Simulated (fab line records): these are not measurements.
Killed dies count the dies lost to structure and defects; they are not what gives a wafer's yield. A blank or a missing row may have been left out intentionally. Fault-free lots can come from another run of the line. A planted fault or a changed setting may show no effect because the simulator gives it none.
fab line records -- flow nandHarc -- part 1 of 2: steps 1 to 21 of 27
record lots=5, wafers=15, lastDay=23
route steps=1159 shown A_STAIRCASE@527
lots that met no fault: taken from a fault-free run of the same line
startH: hours from the record's first day to the start of the lot's first wafer shown -- waitH: how many hours have passed since the lot's step before this one -- " identical to the entry in the row above -- L1.1+2: a single row standing in for several wafers -- - value missing, or start not given -- * or withheld: withheld -- < > ~ a bound
route shown NAME@n: NAME is a module with steps in the file, n the number in the route of the first one -- usual: mean/standard deviation of fault-free wafers -- same: alike in all rows -- chamber/n: place in a boat -- sites: readings site by site -- _std_site: their standard deviation -- _edge_site: outer sites' mean less inner sites' -- radiusMm: for every site, how far away it sits from the centre of the wafer -- mask NAME#n: copy n -- behind: the last tool/chamber to shape the wafer -- hold: cause of the lot's hold/its duration in hours/its outcome -- device: whichever transistor did not switch (one of n, p or np) -- end of line: at the end of the route, the tests of the same wafers -- step lacking rows: just its recipe -- killed: at the first sort, the dies lost to defects and structure; wafer yield is something else -- map: shows each die of a wafer: x if killed, . if not, _ if none is there
set.NAME: the run value of the setting; set.NAME@STEP: its run value at that earlier step -- model.NAME: the simulator's own value behind a step, which no gauge read
a table for each step, a row for each wafer; lots at some steps of the route
services: the hour from which a tool's chamber was out of use, counted from the record's first day as startH (under 0 if before that day), plus the number of hours and why
## steps
# step NHARC_A_STAIRCASE_DEVELOP_165
# recipe timeS=140
# usual exhaustPa=44.9/0.92
lot.wafer,tool,chamber,startH,waitH,exhaustPa
L076.3,lithoTrack-05,0,-,-,43.9
L076.4,lithoTrack-05,0,-,-,43.9
L076.6,lithoTrack-05,0,-,-,44.6
L081.2,lithoTrack-03,0,-,-,43.1
L081.3,lithoTrack-03,0,-,-,45.6
L081.6,lithoTrack-03,0,-,-,46.3
L083.3,lithoTrack-03,0,-,-,46.0
L083.4,lithoTrack-03,0,-,-,46.5
L083.5,lithoTrack-03,0,-,-,44.5
L087.3,lithoTrack-03,0,-,-,45.3
L087.5,lithoTrack-03,0,-,-,46.3
L087.6,lithoTrack-03,0,-,-,44.1
L090.1,lithoTrack-02,0,-,-,43.6
L090.3,lithoTrack-02,0,-,-,44.0
L090.6,lithoTrack-02,0,-,-,45.3
# step NHARC_A_STAIRCASE_HARDBAKE_167
# recipe tempC=120, timeS=140
# usual exhaustPa=45.0/0.85
lot.wafer,tool,chamber,startH,waitH,exhaustPa
L076.3,lithoTrack-05,0,248.31,-,45.5
L076.4,lithoTrack-05,0,248.31,-,45.2
L076.6,lithoTrack-05,0,248.31,-,45.2
L081.2,lithoTrack-03,0,277.62,-,44.6
L081.3,lithoTrack-03,0,277.62,-,47.7
L081.6,lithoTrack-03,0,277.62,-,45.3
L083.3,lithoTrack-05,0,288.20,-,46.2
L083.4,lithoTrack-05,0,288.20,-,46.1
L083.5,lithoTrack-05,0,288.20,-,45.4
L087.3,lithoTrack-05,0,310.70,-,44.7
L087.5,lithoTrack-05,0,310.70,-,45.5
L087.6,lithoTrack-05,0,310.70,-,45.2
L090.1,lithoTrack-03,0,339.06,-,44.4
L090.3,lithoTrack-03,0,339.06,-,45.6
L090.6,lithoTrack-03,0,339.06,-,46.2
# step NHARC_A_STAIRCASE_DESCUM_168
# recipe timeS=3, o2FlowSccm=200, arFlowSccm=0, biasPowerW=0, chemistry=O2
# usual drypumpMotorCurrentA=5.5/0.45, oesProductAu=0.993/0.0086, rfVppV=57.9/0.89, showerheadPlenumPTorr=1.93/0.069, throttleValvePct=11.311/0.0077
lot.wafer,tool,chamber,startH,waitH,drypumpMotorCurrentA,oesProductAu,rfHoursCounterH,rfVppV,showerheadPlenumPTorr,throttleValvePct
L076.4,rieDiel-02,1,248.40,-,5.9,0.978,32,58.7,1.90,11.318
L076.3,rieDiel-02,2,248.40,-,6.2,0.989,38,58.8,2.01,11.310
L076.6,rieDiel-02,0,248.40,-,5.6,0.999,-,58.0,2.03,11.312
L081.2,rieDiel-02,1,277.71,-,5.8,0.991,43,58.5,1.90,11.304
L081.3,rieDiel-02,2,277.71,-,6.2,1.009,50,59.3,2.01,11.314
L081.6,rieDiel-02,1,277.71,-,5.8,0.995,-,56.2,1.90,11.313
L083.4,rieDiel-05,0,288.29,-,5.3,0.991,39,58.5,1.84,11.314
L083.3,rieDiel-05,2,288.29,-,5.6,0.990,36,58.3,1.91,11.314
L083.5,rieDiel-05,0,288.29,-,5.2,0.987,-,59.9,1.84,11.307
L087.3,rieDiel-04,3,310.81,-,5.8,0.987,6,56.9,1.97,11.314
L087.6,rieDiel-04,0,310.81,-,5.4,0.994,-,58.1,1.85,11.304
L087.5,rieDiel-04,1,310.81,-,5.6,0.977,-,58.0,2.06,11.318
L090.3,rieDiel-04,0,339.16,-,5.4,0.999,10,59.1,1.85,11.299
L090.1,rieDiel-04,3,339.16,-,5.8,0.996,11,58.4,1.97,11.313
L090.6,rieDiel-04,0,339.16,-,5.4,1.004,-,59.1,1.85,11.304
# step NHARC_A_STAIRCASE_ETCH_169
# recipe targetDepthA=500, timeS=107.1, ionEnergyEv=120, ch3fFlowSccm=50, o2FlowSccm=30, arFlowSccm=200, rfW=500, biasW=100, chemistry=CH3F/O2
# usual biasW=100.01/0.3, ch3fFlowSccm=50.01/0.13, drypumpMotorCurrentA=5.6/0.46, oesProductAu=0.945/0.021, rfVppV=244.4/1.4, showerheadPlenumPTorr=2.47/0.085, throttleValvePct=20.662/0.0086
lot.wafer,tool,chamber,startH,waitH,biasW,ch3fFlowSccm,drypumpMotorCurrentA,oesProductAu,rfHoursCounterH,rfVppV,showerheadPlenumPTorr,throttleValvePct
L076.3,rieDiel-02,0,248.48,0.1,99.91,50.20,5.6,0.963,35,245.2,2.60,20.652
L076.4,rieDiel-02,2,248.48,0.1,99.94,49.88,6.2,0.981,38,245.7,2.58,20.667
L076.6,rieDiel-02,3,248.48,0.1,100.22,49.71,4.9,0.988,-,243.0,2.44,20.684
L081.2,rieDiel-02,3,277.80,0.1,99.84,50.09,4.9,0.980,49,244.2,2.44,20.656
L081.3,rieDiel-02,0,277.80,0.1,100.00,50.09,5.6,0.975,45,245.1,2.60,20.655
L081.6,rieDiel-02,3,277.80,0.1,99.97,50.12,4.9,0.978,-,244.8,2.44,20.675
L083.4,rieDiel-05,3,288.37,0.1,99.69,50.37,5.0,0.910,37,245.3,2.53,20.673
L083.3,rieDiel-05,1,288.37,0.1,100.01,50.09,6.4,0.909,38,242.4,2.35,20.659
L083.5,rieDiel-05,2,288.37,0.1,99.93,49.93,5.6,0.916,-,243.2,2.45,20.650
L087.3,rieDiel-04,2,310.90,0.1,99.32,49.96,5.1,0.980,6,245.0,2.47,20.670
L087.5,rieDiel-04,3,310.90,0.1,99.79,49.80,5.7,0.966,-,246.9,2.53,20.655
L087.6,rieDiel-04,0,310.90,0.1,99.66,50.13,5.4,0.954,-,242.8,2.38,20.669
L090.3,rieDiel-04,3,339.48,0.3,100.56,50.03,5.7,0.969,11,245.1,2.53,20.660
L090.1,rieDiel-04,0,339.48,0.3,100.22,49.91,5.4,0.948,11,244.1,2.38,20.659
L090.6,rieDiel-04,3,339.48,0.3,100.21,49.91,5.7,0.965,-,245.2,2.53,20.668
# step NHARC_A_STAIRCASE_ETCH_170
# recipe targetDepthA=2000, timeS=66.667, ionEnergyEv=250, c4f6FlowSccm=25, o2FlowSccm=20, arFlowSccm=500, rfW=600, biasW=500, chemistry=C4F6/O2
# usual biasW=499.9/1.4, drypumpMotorCurrentA=5.6/0.47, oesProductAu=0.967/0.017, rfVppV=547.3/2.8, showerheadPlenumPTorr=3.94/0.13, throttleValvePct=26.902/0.0088
lot.wafer,tool,chamber,startH,waitH,biasW,drypumpMotorCurrentA,oesProductAu,rfHoursCounterH,rfVppV,showerheadPlenumPTorr,throttleValvePct
L076.3,rieDiel-02,3,-,-,498.9,4.9,0.986,38,547.1,3.90,26.912
L076.4,rieDiel-02,2,-,-,499.8,6.2,0.980,38,551.1,4.10,26.903
L076.6,rieDiel-02,3,-,-,500.4,4.9,0.985,-,546.4,3.90,26.897
L081.2,rieDiel-02,3,-,-,499.5,4.9,0.997,49,546.9,3.89,26.903
L081.3,rieDiel-02,1,-,-,500.5,5.9,0.955,43,546.3,3.89,26.914
L081.6,rieDiel-02,3,-,-,500.9,4.9,0.994,-,546.6,3.89,26.904
L083.4,rieDiel-05,3,-,-,496.8,5.1,0.953,37,550.3,4.02,26.902
L083.3,rieDiel-05,2,-,-,499.9,5.7,0.944,36,546.7,3.91,26.912
L083.5,rieDiel-05,3,-,-,498.0,5.0,0.954,-,548.4,4.02,26.889
L087.3,rieDiel-04,1,-,-,499.6,5.5,0.958,5,552.4,4.19,26.891
L087.5,rieDiel-04,3,-,-,499.7,5.8,0.979,-,549.6,4.03,26.912
L087.6,rieDiel-04,0,-,-,496.7,5.4,0.964,-,545.1,3.81,26.902
L090.1,rieDiel-04,2,-,-,499.1,5.1,0.969,11,545.5,3.94,26.903
L090.3,rieDiel-04,3,-,-,498.6,5.8,0.975,11,548.9,4.03,26.912
L090.6,rieDiel-04,3,-,-,497.8,5.7,0.978,-,549.2,4.03,26.898
# step NHARC_A_STAIRCASE_STRIP_171
# recipe powerW=1500, tempC=250, chemistry=O2
# usual drypumpMotorCurrentA=6.17/0.2, heaterPowerW=327/19
lot.wafer,tool,chamber,startH,waitH,drypumpMotorCurrentA,heaterPowerW,rfHoursCounterH
L076.4,plasmaAsher-02,1,248.81,-,5.97,341,-
L076.3,plasmaAsher-02,0,248.81,-,6.39,293,-
L076.6,plasmaAsher-02,1,248.81,-,6.00,335,-
L081.2,plasmaAsher-01,1,288.72,-,5.99,317,3
L081.3,plasmaAsher-01,0,288.72,-,6.37,347,-
L081.6,plasmaAsher-01,1,288.72,-,5.98,317,-
L083.3,plasmaAsher-01,1,290.64,-,5.99,311,-
L083.4,plasmaAsher-01,0,290.64,-,6.35,342,-
L083.5,plasmaAsher-01,0,290.64,-,6.35,344,-
L087.3,plasmaAsher-01,1,312.03,-,5.97,306,-
L087.5,plasmaAsher-01,0,312.03,-,6.35,338,-
L087.6,plasmaAsher-01,1,312.03,-,5.97,314,-
L090.1,plasmaAsher-02,1,339.74,-,6.00,339,36
L090.3,plasmaAsher-02,1,339.74,-,5.99,337,-
L090.6,plasmaAsher-02,1,339.74,-,6.01,340,-
# step NHARC_A_STAIRCASE_STRIP_172
# recipe timeS=900, tempC=130, chemistry=SPM
lot.wafer,tool,chamber,startH,waitH
L076.3+4+6,wetBench-05,"2,5,6",249.07,0.2
L081.6+2+3,wetBench-05,"7,1,2",289.09,0.1
L083.4+5+3,wetBench-05,"1,3,4",290.91,0.2
L087.3+6+5,wetBench-07,"0,2,4",312.25,0.2
L090.3+1+6,wetBench-05,"3,4,5",340.13,0.2
# step NHARC_A_STAIRCASE_PRECLEAN_173
# recipe timeS=*, tempC=50, bathAgeMin=0, chemistry=SC1
lot.wafer,tool,chamber,startH,waitH
L076.3+4+6,wetBench-05,"2,5,6",-,-
L081.6+2+3,wetBench-05,"7,1,2",-,-
L083.4+5+3,wetBench-05,"1,3,4",-,-
L087.3+6+5,wetBench-07,"0,2,4",-,-
L090.3+1+6,wetBench-05,"3,4,5",-,-
# step NHARC_A_STAIRCASE_SRD_174
lot.wafer,tool,chamber,startH,waitH
L076.3+4+6,wetBench-05,"2,5,6",-,-
L081.6+2+3,wetBench-05,"7,1,2",-,-
L083.4+5+3,wetBench-05,"1,3,4",-,-
L087.3+6+5,wetBench-07,"0,2,4",-,-
L090.3+1+6,wetBench-05,"3,4,5",-,-
# step NHARC_A_STAIRCASE_DEHYDRATE_01
# recipe tempC=150, timeS=120
# usual exhaustPa=45.1/0.86
lot.wafer,tool,chamber,startH,waitH,exhaustPa
L076.3,lithoTrack-02,0,249.53,-,45.9
L076.4,lithoTrack-02,0,249.53,-,44.7
L076.6,lithoTrack-02,0,249.53,-,44.1
L081.2,lithoTrack-03,0,289.62,-,44.7
L081.3,lithoTrack-03,0,289.62,-,44.6
L081.6,lithoTrack-03,0,289.62,-,44.9
L083.3,lithoTrack-03,0,291.35,-,44.0
L083.4,lithoTrack-03,0,291.35,-,44.0
L083.5,lithoTrack-03,0,291.35,-,43.2
L087.3,lithoTrack-05,0,312.72,-,45.1
L087.5,lithoTrack-05,0,312.72,-,45.2
L087.6,lithoTrack-05,0,312.72,-,46.3
L090.1,lithoTrack-05,0,340.58,-,44.0
L090.3,lithoTrack-05,0,340.58,-,45.0
L090.6,lithoTrack-05,0,340.58,-,43.4
# step NHARC_A_STAIRCASE_HMDS_02
# recipe timeS=30
# usual exhaustPa=44.9/0.82
lot.wafer,tool,chamber,startH,waitH,exhaustPa
L076.3,lithoTrack-02,0,-,-,44.6
L076.4,lithoTrack-02,0,-,-,45.1
L076.6,lithoTrack-02,0,-,-,44.1
L081.2,lithoTrack-03,0,-,-,44.1
L081.3,lithoTrack-03,0,-,-,44.1
L081.6,lithoTrack-03,0,-,-,43.9
L083.3,lithoTrack-03,0,-,-,45.6
L083.4,lithoTrack-03,0,-,-,45.1
L083.5,lithoTrack-03,0,-,-,46.3
L087.3,lithoTrack-05,0,-,-,46.1
L087.5,lithoTrack-05,0,-,-,45.5
L087.6,lithoTrack-05,0,-,-,45.3
L090.1,lithoTrack-05,0,-,-,45.8
L090.3,lithoTrack-05,0,-,-,44.4
L090.6,lithoTrack-05,0,-,-,45.5
# step NHARC_A_STAIRCASE_COAT_03
# recipe spinRpm=1200
# usual exhaustPa=45.1/0.85
lot.wafer,tool,chamber,startH,waitH,exhaustPa
L076.3,lithoTrack-02,0,-,-,44.9
L076.4,lithoTrack-02,0,-,-,44.9
L076.6,lithoTrack-02,0,-,-,44.4
L081.2,lithoTrack-03,0,-,-,43.8
L081.3,lithoTrack-03,0,-,-,45.2
L081.6,lithoTrack-03,0,-,-,44.5
L083.3,lithoTrack-03,0,-,-,45.4
L083.4,lithoTrack-03,0,-,-,43.7
L083.5,lithoTrack-03,0,-,-,45.8
L087.3,lithoTrack-05,0,-,-,44.9
L087.5,lithoTrack-05,0,-,-,44.3
L087.6,lithoTrack-05,0,-,-,44.6
L090.1,lithoTrack-05,0,-,-,44.9
L090.3,lithoTrack-05,0,-,-,46.4
L090.6,lithoTrack-05,0,-,-,45.2
# step NHARC_A_STAIRCASE_SOFTBAKE_04
# recipe tempC=135, timeS=170
# usual exhaustPa=45.0/0.87
lot.wafer,tool,chamber,startH,waitH,exhaustPa
L076.3,lithoTrack-02,0,-,-,44.2
L076.4,lithoTrack-02,0,-,-,43.0
L076.6,lithoTrack-02,0,-,-,44.4
L081.2,lithoTrack-03,0,-,-,46.4
L081.3,lithoTrack-03,0,-,-,45.0
L081.6,lithoTrack-03,0,-,-,46.0
L083.3,lithoTrack-03,0,-,-,44.4
L083.4,lithoTrack-03,0,-,-,44.8
L083.5,lithoTrack-03,0,-,-,44.1
L087.3,lithoTrack-05,0,-,-,45.7
L087.5,lithoTrack-05,0,-,-,45.9
L087.6,lithoTrack-05,0,-,-,46.0
L090.1,lithoTrack-05,0,-,-,44.0
L090.3,lithoTrack-05,0,-,-,43.5
L090.6,lithoTrack-05,0,-,-,44.7
# step NHARC_A_STAIRCASE_EBR_05
# usual exhaustPa=45.0/0.82
lot.wafer,tool,chamber,startH,waitH,exhaustPa
L076.3,lithoTrack-02,0,-,-,43.9
L076.4,lithoTrack-02,0,-,-,45.1
L076.6,lithoTrack-02,0,-,-,44.8
L081.2,lithoTrack-03,0,-,-,46.6
L081.3,lithoTrack-03,0,-,-,44.4
L081.6,lithoTrack-03,0,-,-,45.2
L083.3,lithoTrack-03,0,-,-,45.6
L083.4,lithoTrack-03,0,-,-,44.6
L083.5,lithoTrack-03,0,-,-,44.9
L087.3,lithoTrack-05,0,-,-,43.9
L087.5,lithoTrack-05,0,-,-,43.8
L087.6,lithoTrack-05,0,-,-,44.6
L090.1,lithoTrack-05,0,-,-,45.4
L090.3,lithoTrack-05,0,-,-,44.6
L090.6,lithoTrack-05,0,-,-,44.9
# step NHARC_A_STAIRCASE_EXPOSE_06
# recipe na=0.5, doseMj=25.43, maskId=STAIR
# usual stageVelMmS=499.94/0.29
lot.wafer,tool,chamber,startH,waitH,mask,stageVelMmS
L076.3,krfScanner-04,0,249.75,-,STAIR#0,500.21
L076.4,krfScanner-04,0,249.75,-,STAIR#0,500.09
L076.6,krfScanner-04,0,249.75,-,STAIR#0,499.57
L081.2,krfScanner-04,0,289.83,-,STAIR#0,499.95
L081.3,krfScanner-04,0,289.83,-,STAIR#0,499.53
L081.6,krfScanner-04,0,289.83,-,STAIR#0,500.05
L083.3,krfScanner-02,0,291.57,-,STAIR#0,499.64
L083.4,krfScanner-02,0,291.57,-,STAIR#0,499.73
L083.5,krfScanner-02,0,291.57,-,STAIR#0,500.09
L087.3,krfScanner-03,0,313.06,-,STAIR#0,500.55
L087.5,krfScanner-03,0,313.06,-,STAIR#0,500.19
L087.6,krfScanner-03,0,313.06,-,STAIR#0,500.52
L090.1,krfScanner-02,0,340.79,-,STAIR#0,500.12
L090.3,krfScanner-02,0,340.79,-,STAIR#0,500.11
L090.6,krfScanner-02,0,340.79,-,STAIR#0,500.18
# step NHARC_A_STAIRCASE_PEB_07
# recipe pebTempC=115, pebTimeS=130
# usual exhaustPa=44.9/0.93
lot.wafer,tool,chamber,startH,waitH,exhaustPa
L076.3,lithoTrack-03,0,249.80,0.1,46.2
L076.4,lithoTrack-03,0,249.80,0.1,46.0
L076.6,lithoTrack-03,0,249.80,0.1,45.0
L081.2,lithoTrack-05,0,289.89,0.1,42.4
L081.3,lithoTrack-05,0,289.89,0.1,42.5
L081.6,lithoTrack-05,0,289.89,0.1,43.7
L083.3,lithoTrack-02,0,291.63,0.0,44.1
L083.4,lithoTrack-02,0,291.63,0.0,45.4
L083.5,lithoTrack-02,0,291.63,0.0,44.3
L087.3,lithoTrack-02,0,313.11,0.1,44.3
L087.5,lithoTrack-02,0,313.11,0.1,43.4
L087.6,lithoTrack-02,0,313.11,0.1,43.8
L090.1,lithoTrack-03,0,340.86,0.1,45.0
L090.3,lithoTrack-03,0,340.86,0.1,46.8
L090.6,lithoTrack-03,0,340.86,0.1,43.8
# step NHARC_A_STAIRCASE_DEVELOP_08
# recipe timeS=140
# usual exhaustPa=44.9/0.87
lot.wafer,tool,chamber,startH,waitH,exhaustPa
L076.3,lithoTrack-03,0,-,-,45.2
L076.4,lithoTrack-03,0,-,-,45.7
L076.6,lithoTrack-03,0,-,-,45.7
L081.2,lithoTrack-05,0,-,-,45.1
L081.3,lithoTrack-05,0,-,-,43.5
L081.6,lithoTrack-05,0,-,-,43.6
L083.3,lithoTrack-02,0,-,-,46.4
L083.4,lithoTrack-02,0,-,-,45.8
L083.5,lithoTrack-02,0,-,-,44.8
L087.3,lithoTrack-02,0,-,-,45.6
L087.5,lithoTrack-02,0,-,-,43.1
L087.6,lithoTrack-02,0,-,-,45.3
L090.1,lithoTrack-03,0,-,-,45.1
L090.3,lithoTrack-03,0,-,-,45.6
L090.6,lithoTrack-03,0,-,-,45.8
# step NHARC_A_STAIRCASE_HARDBAKE_10
# recipe tempC=120, timeS=140
# usual exhaustPa=44.9/0.97
lot.wafer,tool,chamber,startH,waitH,exhaustPa
L076.3,lithoTrack-02,0,250.03,-,45.6
L076.4,lithoTrack-02,0,250.03,-,45.5
L076.6,lithoTrack-02,0,250.03,-,44.7
L081.2,lithoTrack-02,0,290.11,-,45.3
L081.3,lithoTrack-02,0,290.11,-,44.6
L081.6,lithoTrack-02,0,290.11,-,45.4
L083.3,lithoTrack-03,0,291.86,-,44.8
L083.4,lithoTrack-03,0,291.86,-,44.7
L083.5,lithoTrack-03,0,291.86,-,45.3
L087.3,lithoTrack-05,0,313.35,-,46.2
L087.5,lithoTrack-05,0,313.35,-,44.8
L087.6,lithoTrack-05,0,313.35,-,45.9
L090.1,lithoTrack-03,0,341.08,-,43.6
L090.3,lithoTrack-03,0,341.08,-,43.4
L090.6,lithoTrack-03,0,341.08,-,42.4
# step NHARC_A_STAIRCASE_DESCUM_11
# recipe timeS=3, o2FlowSccm=200, arFlowSccm=0, biasPowerW=0, chemistry=O2
# usual drypumpMotorCurrentA=5.6/0.48, oesProductAu=0.997/0.0078, rfVppV=57.9/0.85, showerheadPlenumPTorr=1.93/0.069, throttleValvePct=11.311/0.0092
lot.wafer,tool,chamber,startH,waitH,drypumpMotorCurrentA,oesProductAu,rfHoursCounterH,rfVppV,showerheadPlenumPTorr,throttleValvePct
L076.3,rieDiel-05,2,250.11,-,5.7,0.989,27,57.4,1.91,11.317
L076.4,rieDiel-05,0,250.11,-,5.3,0.991,28,57.0,1.85,11.310
L076.6,rieDiel-05,2,250.11,-,5.7,0.991,-,57.1,1.91,11.315
L081.3,rieDiel-02,1,290.21,-,5.8,0.996,46,58.4,1.90,11.296
L081.2,rieDiel-02,2,290.21,-,6.2,0.996,52,59.1,2.01,11.306
L081.6,rieDiel-02,1,290.21,-,5.8,0.988,-,58.1,1.90,11.319
L083.4,rieDiel-02,2,291.94,-,6.2,0.992,53,56.9,2.00,11.311
L083.3,rieDiel-02,3,291.94,-,4.9,0.998,52,57.6,1.89,11.335
L083.5,rieDiel-02,3,291.94,-,4.9,1.006,-,56.5,1.90,11.298
L087.3,rieDiel-05,1,313.44,-,6.5,0.985,48,58.1,1.83,11.320
L087.6,rieDiel-05,0,313.44,-,5.3,0.998,-,58.3,1.84,11.317
L087.5,rieDiel-05,1,313.44,-,6.5,0.988,-,57.1,1.83,11.328
L090.1,rieDiel-02,2,341.35,-,6.2,1.000,1,58.2,2.00,11.297
L090.3,rieDiel-02,3,341.35,-,4.9,1.013,1,59.2,1.89,11.304
L090.6,rieDiel-02,2,341.35,-,6.2,1.002,-,59.4,2.00,11.310
# step NHARC_A_STAIRCASE_TRIM_12
# recipe timeS=211.2, o2FlowSccm=500, arFlowSccm=0, biasW=0, chemistry=O2
# usual drypumpMotorCurrentA=5.6/0.48, oesProductAu=0.997/0.0078, rfVppV=57.9/0.92, showerheadPlenumPTorr=3.56/0.12, throttleValvePct=17.036/0.009
# same biasW=0
lot.wafer,tool,chamber,startH,waitH,drypumpMotorCurrentA,oesProductAu,rfHoursCounterH,rfVppV,showerheadPlenumPTorr,throttleValvePct
L076.4,rieDiel-05,1,250.20,0.1,6.5,0.994,27,57.2,3.39,17.023
L076.3,rieDiel-05,0,250.20,0.1,5.3,0.990,29,56.7,3.41,17.050
L076.6,rieDiel-05,1,250.20,0.1,6.5,0.992,-,56.5,3.39,17.030
L081.2,rieDiel-02,1,290.32,0.1,5.8,0.990,46,57.1,3.50,17.039
L081.3,rieDiel-02,2,290.32,0.1,6.2,0.986,52,58.7,3.69,17.057
L081.6,rieDiel-02,3,290.32,0.1,4.9,0.998,-,57.0,3.50,17.044
L083.3,rieDiel-02,0,292.02,0.1,5.6,0.997,49,58.5,3.72,17.030
L083.4,rieDiel-02,1,292.02,0.1,5.8,0.982,47,57.5,3.50,17.034
L083.5,rieDiel-02,1,292.02,0.1,5.8,0.985,-,58.4,3.50,17.038
L087.3,rieDiel-05,2,313.76,0.3,5.7,0.994,46,58.9,3.51,17.030
L087.6,rieDiel-05,0,313.76,0.3,5.3,0.993,-,56.6,3.40,17.017
L087.5,rieDiel-05,1,313.76,0.3,6.5,0.996,-,58.1,3.38,17.042
L090.3,rieDiel-02,3,341.49,0.1,4.9,1.012,1,57.6,3.49,17.029
L090.1,rieDiel-02,0,341.49,0.1,5.6,0.998,1,58.0,3.71,17.026
L090.6,rieDiel-02,2,341.49,0.1,6.2,1.003,-,58.9,3.68,17.052
# step NHARC_A_STAIRCASE_ETCH_13
# recipe targetDepthA=1000, timeS=40.5, ionEnergyEv=400, c4f8FlowSccm=20, o2FlowSccm=10, arFlowSccm=withheld, rfW=600, biasW=1000, chemistry=C4F8/O2
# usual biasW=1000.4/2.8, oesProductAu=0.931/0.014, rfVppV=897/4.4
lot.wafer,tool,chamber,startH,waitH,biasW,oesProductAu,rfHoursCounterH,rfVppV
L076.3,rieDiel-05,2,-,-,998.2,0.930,27,896
L076.4,rieDiel-05,3,-,-,1002.9,0.938,28,900
L076.6,rieDiel-05,2,-,-,999.9,0.925,-,894
L081.3,rieDiel-02,0,-,-,1001.3,0.922,49,903
L081.2,rieDiel-02,3,-,-,996.5,0.931,51,895
L081.6,rieDiel-02,0,-,-,1000.4,0.924,-,903
L083.4,rieDiel-02,3,-,-,999.6,0.936,52,896
L083.3,rieDiel-02,0,-,-,998.8,0.939,50,901
L083.5,rieDiel-02,2,-,-,1001.7,0.926,-,902
L087.3,rieDiel-05,3,-,-,998.5,0.914,48,898
L087.6,rieDiel-05,2,-,-,995.5,0.921,-,896
L087.5,rieDiel-05,3,-,-,996.8,0.912,-,899
L090.3,rieDiel-02,1,-,-,1002.9,0.925,1,894
L090.1,rieDiel-02,3,-,-,999.0,0.941,1,895
L090.6,rieDiel-02,2,-,-,996.7,0.925,-,902
